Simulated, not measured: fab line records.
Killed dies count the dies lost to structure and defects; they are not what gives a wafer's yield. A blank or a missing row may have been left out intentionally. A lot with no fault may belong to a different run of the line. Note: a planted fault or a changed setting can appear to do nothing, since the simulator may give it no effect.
fab line records | flow nand-harc
[record] lots = 6 wafers = 18 last-day = 32
route steps=1302 shown A_BLC@1130 A_M0@1137 END@1302
lots with no fault: from the same line, run without faults
start-h: start of the lot's first displayed wafer, in hours after the record's first day | wait-h: hours elapsed since this lot's preceding step | " identical to the entry in the row above | L1.1+2: a single row standing in for several wafers | - either no value or no given start | * or withheld: withheld | < > ~ a bound
route shown NAME@n: NAME is a module with steps in the file, n the number in the route of the first one | usual: average and standard deviation across the fault-free wafers | same: alike in all rows | chamber/n: place in a boat | sites: the reading at each site | _std_site: standard deviation across them | _edge_site: the outer-site mean with the inner-site mean subtracted | radius-mm: for every site, how far away it sits from the centre of the wafer | mask NAME#n: copy n | behind: the tool/chamber that last shaped the wafer | hold: reason for holding the lot/hours on hold/outcome of the hold | device: the transistor (n, p or np) that didn't switch | end of line: tests of these same wafers at the route's end | a step given without rows: its recipe and nothing more | killed: at the first sort, the dies lost to defects and structure; wafer yield is something else | map: a wafer's dies, x killed, . not, _ none there
set.NAME: the run value of the setting; set.NAME@STEP: its run value at that earlier step | model.NAME: the simulator's own value behind a step, which no gauge read
lots seen at some steps along the route; tables by step, rows by wafer
services: from which hour (start-h, from the record's first day; less than 0 if before it) a tool's chamber was out of use, for how many hours, and why
[[steps]]
[step NHARC_A_BLC_PVD_32]
[recipe] target-thk-a = 50 chamber-pressure-pa = 5 power-w = 5000 substrate-temp-c = 200 time-s = 17.7 material = Ti
[usual] throttle-valve-pct = 29.7/0.88
// columns lot.wafer tool chamber start-h wait-h throttle-valve-pct
L775.4 pvd-sputter-03 - - - 30.6
L775.1 " - " " 27.8
L775.2 " - " " 28.5
L785.1 pvd-sputter-01 - - - 30.1
L785.5 " - " " 29.0
L785.6 " - " " 30.1
L784.4 pvd-sputter-01 - - - 30.1
L784.3 " - " " 30.9
L784.5 " - " " 30.0
L789.4 pvd-sputter-02 - - - 29.7
L789.3 " - " " 29.6
L789.5 " - " " 29.5
L791.4 pvd-sputter-03 - - - 29.3
L791.1 " - " " 28.1
L791.3 " - " " 28.6
L792.2 pvd-sputter-01 - - - 30.1
L792.3 " - " " 28.9
L792.4 " - " " 30.0
[step NHARC_A_BLC_ALD_23]
[recipe] target-thk-a = 30 pulse-time-s = 1 ald-cycles = 150 temp-c = 450 material = TiN
[usual] heater-power-w = 1039/81 precursor-pulse-height-rel = 0.998/0.02
// columns lot.wafer tool chamber start-h wait-h heater-power-w precursor-pulse-height-rel
L775.2 ald-metal-02 3 547.54 - 1089 1.011
L775.1 " 0 " " 1044 0.988
L775.4 " 1 " " 1111 1.002
L785.1 ald-metal-04 3 634.11 - 1172 0.967
L785.6 " 0 " " 852 1.000
L785.5 " 1 " " 949 1.003
L784.3 ald-metal-04 1 636.94 - 930 1.013
L784.4 " 3 " " 1161 1.042
L784.5 " 2 " " 1009 1.001
L789.4 ald-metal-04 0 675.52 - 871 0.977
L789.3 " 3 " " 1100 0.991
L789.5 " 1 " " 868 0.970
L791.1 ald-metal-01 1 714.91 - 1033 1.012
L791.4 " 2 " " 986 0.990
L791.3 " 3 " " 1078 0.990
L792.4 ald-metal-01 2 722.25 - 982 1.039
L792.3 " 3 " " 1059 0.979
L792.2 " 0 " " 1083 1.022
[step NHARC_A_BLC_CVD_24]
[recipe] target-thk-a = 1500 temp-c = 300 pressure-torr = 40 wf6-flow-sccm = 40 h2-flow-sccm = 1600 ar-flow-sccm = 1560 time-s = 434 material = W
[usual] heater-power-w = 474/39 mfc-ar-sccm = 1560/4.3 throttle-valve-pct = 7.85/0.27
// columns lot.wafer tool chamber start-h wait-h heater-power-w mfc-ar-sccm throttle-valve-pct
L775.1 cvd-w-02 1 - - 527 1555 7.42
L775.2 " 0 " " 508 1562 8.26
L775.4 " 1 " " 515 1560 7.51
L785.1 cvd-w-01 1 - - 448 1553 7.85
L785.6 " 1 " " 455 1552 7.80
L785.5 " 0 " " 395 1556 7.76
L784.4 cvd-w-01 0 - - 414 1565 7.98
L784.3 " 1 " " 453 1563 8.08
L784.5 " 0 " " 419 1560 7.74
L789.4 cvd-w-01 0 - - 430 1562 7.50
L789.3 " 1 " " 454 1558 8.17
L789.5 " 0 " " 418 1565 7.99
L791.1 cvd-w-02 1 - - 523 1559 7.89
L791.3 " 1 " " 523 1564 7.58
L791.4 " 0 " " 476 1555 8.22
L792.2 cvd-w-01 1 - - 470 1561 8.00
L792.3 " 1 " " 456 1561 8.05
L792.4 " 0 " " 425 1559 7.41
[step NHARC_A_BLC_CMP_25]
[recipe] t-overpolish-s = 30 target-thk-nm = 150
[usual] motor-current-A = 12.6/1.3 overpolish-run-s = 30.000/0.0096 time-to-endpoint-s = 30.2/2.5
// columns lot.wafer tool chamber start-h wait-h motor-current-A overpolish-run-s time-to-endpoint-s
L775.1 cmp-01 2 548.28 0.5 13.9 30.010 29.2
L775.2 " 3 " " 11.5 30.005 29.9
L775.4 " 1 " " 13.4 30.003 32.5
L785.1 cmp-01 0 634.79 0.5 13.8 30.001 33.3
L785.6 " 0 " " 13.0 29.993 30.1
L785.5 " 1 " " 12.6 29.994 28.2
L784.4 cmp-03 1 637.84 0.3 14.0 30.002 29.1
L784.3 " 2 " " 10.6 29.986 27.7
L784.5 " 1 " " 14.6 29.987 30.7
L789.4 cmp-02 3 676.45 0.5 11.2 29.982 32.3
L789.3 " 0 " " 10.5 30.012 34.5
L789.5 " 1 " " 12.9 30.016 33.3
L791.3 cmp-01 0 715.62 0.3 13.7 30.004 31.9
L791.1 " 2 " " 13.3 30.000 30.2
L791.4 " 3 " " 11.0 29.994 29.1
L792.2 cmp-01 2 722.99 0.5 14.1 30.010 29.0
L792.3 " 0 " " 13.8 30.000 35.4
L792.4 " 1 " " 12.7 29.996 33.9
[step NHARC_A_BLC_SRD_27]
[step NHARC_A_BLC_INSPECT_28]
[usual] raw-defect-count = 515/140
// columns lot.wafer tool chamber start-h wait-h raw-defect-count
L775.1 defect-inspect-01 - 548.69 0.1 548
L775.2 " - " " 508
L775.4 " - " " 393
L785.1 defect-inspect-02 - 635.19 0.1 488
L785.5 " - " " 607
L785.6 " - " " 405
L784.3 defect-inspect-01 - 638.22 0.1 356
L784.4 " - " " 395
L784.5 " - " " 641
L789.3 defect-inspect-01 - 676.82 0.1 556
L789.4 " - " " 593
L789.5 " - " " 452
L791.1 defect-inspect-02 - 716.02 0.1 641
L791.3 " - " " 642
L791.4 " - " " 786
L792.2 defect-inspect-01 - 723.40 0.1 528
L792.3 " - " " 516
L792.4 " - " " 569
[step NHARC_A_M0_DEP_00]
[recipe] target-thk-a = 1500 target-thk-nm = 150 temp-c = withheld pressure-torr = 5 flow-sccm = 200 rf-w = 600 material = SiOC
[step NHARC_A_M0_DEHYDRATE_01]
[recipe] temp-c = 150 time-s = 120
[step NHARC_A_M0_HMDS_02]
[recipe] time-s = 30
[step NHARC_A_M0_COAT_33]
[recipe] temp-c = 200 time-s = 65
[step NHARC_A_M0_COAT_03]
[recipe] spin-rpm = 1500 resist-thk-nm = 90
[step NHARC_A_M0_SOFTBAKE_04]
[recipe] temp-c = 105 time-s = 55
[usual] heater-power-total-W = 188.46/0.14
// columns lot.wafer tool chamber start-h wait-h heater-power-total-W
L775.1 litho-track-06 0 549 - 188.41
L775.2 " 0 " " 188.47
L775.4 " 0 " " 188.38
L785.1 litho-track-06 0 635 - 323.09
L785.5 " 0 " " 188.46
L785.6 " 0 " " 322.99
L784.3 litho-track-06 0 638 - 323.14
L784.4 " 0 " " 188.41
L784.5 " 0 " " 188.41
L789.3 litho-track-04 0 677 - 188.57
L789.4 " 0 " " 188.45
L789.5 " 0 " " 188.46
L791.1 litho-track-04 0 716 - 188.39
L791.3 " 0 " " 188.47
L791.4 " 0 " " 188.74
L792.2 litho-track-06 0 723 - 188.38
L792.3 " 0 " " 188.31
L792.4 " 0 " " 188.50
[step NHARC_A_M0_EBR_05]
[step NHARC_END_SORT_01]
[recipe] temp-c = 25
[usual] defect-limited-yield = 89.8/2.9 killed-at-array = 65/19 killed-at-other = 0.9/1.1 killed-at-periphery = 3.5/2.3 killed-dies = 69/19 killed-open = 3.2/1.8 killed-short = 2.4/1.5
[same] gross-dies = 677
// columns lot.wafer tool chamber start-h wait-h defect-limited-yield[%] killed-at-array killed-at-other killed-at-periphery killed-dies killed-open killed-short
L775.1 prober-01 0 587.54 2.5 91.4 58 0 0 58 3 2
L775.2 prober-01 0 588.34 2.8 90.7 61 1 1 63 5 2
L775.4 prober-01 0 589.94 3.4 89.7 63 1 6 70 6 4
L785.1 prober-01 0 676.05 2.5 88.6 75 1 1 77 4 2
L785.5 prober-01 0 679.32 3.8 89.8 67 0 2 69 4 1
L785.6 prober-01 0 680.14 4.1 89.4 72 0 0 72 3 0
L784.3 prober-02 0 677.69 3.1 91.3 57 2 0 59 6 2
L784.4 prober-02 0 678.50 3.4 91.1 59 1 0 60 1 1
L784.5 prober-02 0 679.31 3.7 92.3 50 0 2 52 4 1
L789.3 prober-01 0 724.21 3.1 84.3 97 1 8 106 3 0
L789.4 prober-01 0 725.00 3.4 84.9 96 0 6 102 1 2
L789.5 prober-01 0 725.80 3.7 84.8 91 1 11 103 1 3
L791.1 prober-01 0 761.41 2.5 87.6 78 1 5 84 6 1
L791.3 prober-01 0 763.03 3.1 88.8 74 0 2 76 0 3
L791.4 prober-01 0 763.83 3.4 86.1 90 1 3 94 3 4
L792.2 prober-02 0 772.94 2.8 87.7 73 4 6 83 5 2
L792.3 prober-02 0 773.73 3.1 87.9 75 5 2 82 4 3
L792.4 prober-02 0 774.53 3.4 87.7 77 5 1 83 1 4
// killed by level:class
L775.1 A_CHANNEL_HOLE_D1:chamber-film-flake=33 A_CHANNEL_HOLE_D2:chamber-film-flake=10 A_CONTACT:chamber-film-flake=6 A_STAIRCASE:chamber-film-flake=2 A_ONON_D1:geometric-particle:short=1 A_CHANNEL_FILL_D1:geometric-particle:open=1 A_DECK1_JOINT:geometric-particle:open=1 A_CHANNEL_HOLE_D2:geometric-particle:short=1
L775.2 A_CHANNEL_HOLE_D1:chamber-film-flake=33 A_CHANNEL_HOLE_D2:chamber-film-flake=12 A_CONTACT:chamber-film-flake=4 A_ONON_D2:geometric-particle:open=2 A_DECK1_JOINT:chamber-film-flake=2 A_CHANNEL_FILL_D1:geometric-particle:short=1 A_WL_FILL:geometric-particle:open=1 A_CONTACT:geometric-particle:short=1
L775.4 A_CHANNEL_HOLE_D1:chamber-film-flake=40 A_CHANNEL_HOLE_D2:chamber-film-flake=8 A_DECK1_JOINT:geometric-particle:open=3 P_STI:chamber-film-flake=3 A_CONTACT:chamber-film-flake=3 A_CHANNEL_FILL_D2:geometric-particle:short=2 P_CONTACT:chamber-film-flake=2 P_CONTACT:geometric-particle:open=1
L785.1 A_CHANNEL_HOLE_D1:chamber-film-flake=35 A_CHANNEL_HOLE_D2:chamber-film-flake=19 A_STAIRCASE:chamber-film-flake=6 A_CONTACT:chamber-film-flake=5 A_SLIT:chamber-film-flake=2 A_CHANNEL_FILL_D1:geometric-particle:short=1 A_CHANNEL_FILL_D1:geometric-particle:open=1 A_ONON_D2:geometric-particle:open=1
L784.3 A_SLIT:chamber-film-flake=26 A_CHANNEL_HOLE_D2:chamber-film-flake=15 A_CHANNEL_HOLE_D1:chamber-film-flake=6 A_ONON_D1:geometric-particle:open=2 A_ONON_D1:geometric-particle:short=2 THIN_TSV:chamber-film-flake=2 A_CHANNEL_FILL_D1:geometric-particle:open=1 A_STAIRCASE:geometric-particle:open=1
L784.4 A_SLIT:chamber-film-flake=28 A_CHANNEL_HOLE_D2:chamber-film-flake=14 A_CHANNEL_HOLE_D1:chamber-film-flake=10 A_CONTACT:chamber-film-flake=2 A_ONON_D2:geometric-particle:short=1 A_SGD_CUT:geometric-particle:open=1 A_ZERO_WELL:chamber-film-flake=1 A_CHANNEL_FILL_D2:chamber-film-flake=1
L784.5 A_SLIT:chamber-film-flake=29 A_CHANNEL_HOLE_D2:chamber-film-flake=10 A_CHANNEL_HOLE_D1:chamber-film-flake=2 A_CHANNEL_HOLE_D1:geometric-particle:open=1 A_CHANNEL_FILL_D1:geometric-particle:open=1 A_CHANNEL_FILL_D1:geometric-particle:short=1 A_ONON_D2:geometric-particle:open=1 A_M0:geometric-particle:open=1
L785.5 A_CHANNEL_HOLE_D1:chamber-film-flake=28 A_CHANNEL_HOLE_D2:chamber-film-flake=23 A_CONTACT:chamber-film-flake=6 A_STAIRCASE:chamber-film-flake=4 P_M1:geometric-particle:open=1 A_ONON_D2:geometric-particle:open=1 A_CHANNEL_HOLE_D2:geometric-particle:open=1 A_SGD_CUT:geometric-particle:open=1
L785.6 A_CHANNEL_HOLE_D1:chamber-film-flake=41 A_CHANNEL_HOLE_D2:chamber-film-flake=19 A_STAIRCASE:chamber-film-flake=3 A_CONTACT:chamber-film-flake=3 A_CHANNEL_FILL_D2:geometric-particle:open=2 A_WL_FILL:chamber-film-flake=2 A_WL_FILL:geometric-particle:open=1 A_SLIT:chamber-film-flake=1
L789.3 A_SLIT:chamber-film-flake=34 A_CHANNEL_HOLE_D1:chamber-film-flake=33 A_CHANNEL_HOLE_D2:chamber-film-flake=20 A_CONTACT:chamber-film-flake=6 P_BONDPAD:chamber-film-flake=4 P_ZERO_WELL:chamber-film-flake=2 A_STAIRCASE:chamber-film-flake=2 P_GATE:geometric-particle:open=1
L789.4 A_CHANNEL_HOLE_D1:chamber-film-flake=33 A_SLIT:chamber-film-flake=31 A_CHANNEL_HOLE_D2:chamber-film-flake=22 A_CONTACT:chamber-film-flake=5 P_BONDPAD:chamber-film-flake=3 A_STAIRCASE:chamber-film-flake=2 P_CONTACT:geometric-particle:open=1 A_CHANNEL_FILL_D1:geometric-particle:short=1
L789.5 A_SLIT:chamber-film-flake=36 A_CHANNEL_HOLE_D1:chamber-film-flake=33 A_CHANNEL_HOLE_D2:chamber-film-flake=17 P_BONDPAD:chamber-film-flake=5 P_GATE:chamber-film-flake=2 A_CONTACT:chamber-film-flake=2 P_GATE:geometric-particle:short=1 P_M0:geometric-particle:short=1
L791.1 A_SLIT:chamber-film-flake=32 A_CHANNEL_HOLE_D1:chamber-film-flake=30 A_CONTACT:chamber-film-flake=5 A_CHANNEL_FILL_D1:chamber-film-flake=3 A_BLC:geometric-particle:open=2 P_ZERO_WELL:chamber-film-flake=2 A_WL_FILL:chamber-film-flake=2 P_CONTACT:geometric-particle:open=1
L791.3 A_CHANNEL_HOLE_D1:chamber-film-flake=32 A_SLIT:chamber-film-flake=27 A_CONTACT:chamber-film-flake=8 A_DECK1_JOINT:chamber-film-flake=2 A_STAIRCASE:chamber-film-flake=2 P_M0:geometric-particle:short=1 A_CHANNEL_FILL_D1:geometric-particle:short=1 A_ONON_D2:geometric-particle:short=1
L791.4 A_SLIT:chamber-film-flake=39 A_CHANNEL_HOLE_D1:chamber-film-flake=36 A_CONTACT:chamber-film-flake=5 A_CHANNEL_HOLE_D2:geometric-particle:short=2 A_STAIRCASE:chamber-film-flake=2 P_M0:geometric-particle:open=1 A_CHANNEL_HOLE_D1:geometric-particle:short=1 A_ONON_D2:geometric-particle:short=1
L792.2 A_CHANNEL_HOLE_D1:chamber-film-flake=38 A_CHANNEL_HOLE_D2:chamber-film-flake=19 A_CONTACT:chamber-film-flake=5 THIN_TSV:chamber-film-flake=4 A_SLIT:chamber-film-flake=4 P_CONTACT:chamber-film-flake=2 P_CONTACT:geometric-particle:open=1 A_CHANNEL_FILL_D2:geometric-particle:short=1
L792.3 A_CHANNEL_HOLE_D2:chamber-film-flake=28 A_CHANNEL_HOLE_D1:chamber-film-flake=27 A_CONTACT:chamber-film-flake=7 A_SLIT:chamber-film-flake=5 THIN_TSV:chamber-film-flake=4 A_DECK1_JOINT:chamber-film-flake=2 A_ONON_D1:geometric-particle:short=1 A_CHANNEL_FILL_D1:geometric-particle:open=1
L792.4 A_CHANNEL_HOLE_D1:chamber-film-flake=34 A_CHANNEL_HOLE_D2:chamber-film-flake=23 A_SLIT:chamber-film-flake=5 THIN_TSV:chamber-film-flake=5 A_CONTACT:chamber-film-flake=4 A_ONON_D2:geometric-particle:short=2 A_WL_FILL:chamber-film-flake=2 A_CHANNEL_FILL_D1:geometric-particle:open=1
[[services]]
// columns tool chamber start-h hours kind
ald-metal-01 - 526.00 10.0 pm
pvd-sputter-03 - 526.33 10.0 pm
litho-track-06 - 529.00 7.0 pm
cmp-02 - 529.00 4.0 pm
cvd-w-02 0 534.88 2.0 repair
cvd-w-01 - 547.49 13.0 pm
litho-track-04 - 553.00 7.0 pm
cmp-03 - 554.02 4.0 pm
cvd-w-01 - 577.20 1.9 repair
cmp-01 - 577.66 4.0 pm
pvd-sputter-01 - 582.69 10.0 pm
cmp-01 - 606.25 3.6 repair
cvd-w-01 - 607.08 0.7 repair
ald-metal-01 1 621.71 22.8 repair
cvd-w-01 - 623.55 0.5 repair
cvd-w-02 - 631.86 13.0 pm
ald-metal-01 - 637.13 0.9 repair
ald-metal-04 1 639.30 4.4 repair
ald-metal-04 - 652.00 10.0 pm
cmp-01 - 675.66 4.0 pm
ald-metal-01 - 704.00 10.0 pm
litho-track-06 - 704.00 7.0 pm
pvd-sputter-03 - 704.33 10.0 pm
pvd-sputter-03 - 716.58 1.0 repair
[[key]]
[first-sign] step = NHARC_A_M0_SOFTBAKE_04 reading = heater-power-total-W direction = up sigmas = 99+ usual = * struck = *
effect none on later readings
met-at NHARC_A_M0_SOFTBAKE_04
struck-wafers L784.3,L785.1,L785.6
onset-between 549 635
[fault] kind = process-parameter-drift tool = litho-track-06 chamber = - onset-h = 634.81 steps = NHARC_A_M0_SOFTBAKE_04 channel = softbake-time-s offset = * shape = step end-h = 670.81 scope = struck-wafers-only acts-in = * stated = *
